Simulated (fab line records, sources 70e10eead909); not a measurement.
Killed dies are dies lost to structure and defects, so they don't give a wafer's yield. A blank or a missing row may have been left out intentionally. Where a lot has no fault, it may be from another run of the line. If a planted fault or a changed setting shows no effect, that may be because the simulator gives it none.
Chamber matching | flow nandHarc | NHARC_A_STAIRCASE_DESCUM_219 on rieDiel-11: 4 sister chambers
The step chemistry O2, time 3 s. 16 wafers are shown with their chamber, then 8 later ones without.

WAFERS WITH THEIR CHAMBER
wafer  | chamber | drypumpMotorCurrentA (A) | showerheadPlenumPTorr (Torr) | rfVppV (V)
L974.1 | 1       | 5.49                     | 1.81                         | 56.6
L974.2 | 3       | 5.70                     | 1.89                         | 57.1
L974.6 | 1       | 5.47                     | 1.81                         | 56.7
L976.1 | 3       | 5.69                     | 1.89                         | 57.6
L976.2 | 2       | 6.06                     | 1.77                         | 58.9
L976.6 | 2       | 6.05                     | 1.77                         | 57.2
L982.3 | 2       | 6.04                     | 2.08                         | 58.9
L982.5 | 0       | 5.94                     | 1.79                         | 58.0
L982.6 | 1       | 5.48                     | 1.80                         | 57.3
L986.1 | 0       | 5.95                     | 1.79                         | 57.3
L986.2 | 2       | 6.04                     | 2.07                         | 59.1
L986.6 | 1       | 5.45                     | 1.80                         | 58.2
L988.2 | 0       | 5.95                     | 1.79                         | 56.5
L988.3 | 1       | 5.45                     | 1.80                         | 56.3
L988.6 | 3       | 5.66                     | 1.88                         | 57.8
L994.2 | 2       | 6.05                     | 2.06                         | 58.6

SIGNATURES, as means of the wafers listed above
reading               | chamber 0 | chamber 1 | chamber 2 | chamber 3 | scatter within a chamber
drypumpMotorCurrentA  | 5.9467    | 5.4680    | 6.0480    | 5.6833    | 0.0144
showerheadPlenumPTorr | 1.7900    | 1.8040    | 1.9500    | 1.8867    | 0.095
rfVppV                | 57.267    | 57.020    | 58.540    | 57.500    | 0.709
Rule: for a wafer and a chamber, the distance is found by dividing, reading by reading, the gap between the wafer's reading and the chamber's mean by the reading's scatter, squaring, summing and taking the root. The wafer belongs to the nearest chamber; if the next one is less than 2 further off, it can't be placed. How the scatter is found: for the shown wafers, subtract from each reading the mean of its chamber, square and add these, divide the total by (wafers less chambers), then take the root.

WAFERS MISSING THEIR CHAMBER
wafer  | drypumpMotorCurrentA (A) | showerheadPlenumPTorr (Torr) | rfVppV (V)
L994.5 | 5.45                     | 1.79                         | 57.1
L994.6 | 5.97                     | 1.78                         | 55.3
L996.3 | 5.69                     | 1.87                         | 57.6
L996.4 | 6.06                     | 2.06                         | 58.1
L996.6 | 5.68                     | 1.87                         | 58.3
L997.2 | 5.94                     | 1.78                         | 56.3
L997.3 | 5.45                     | 1.79                         | 57.2
L997.4 | 6.07                     | 2.06                         | 56.9

CHAMBER TAKEN BY EACH
wafer  | from the rows above | in truth
L994.5 | 1                   | 1
L994.6 | 0                   | 0
L996.3 | 3                   | 3
L996.4 | 2                   | 2
L996.6 | 3                   | 3
L997.2 | 0                   | 0
L997.3 | 1                   | 1
L997.4 | 2                   | 2
Correct placement for 8 of the 8. Not placeable from these rows: 0. Placed wrongly: 0.
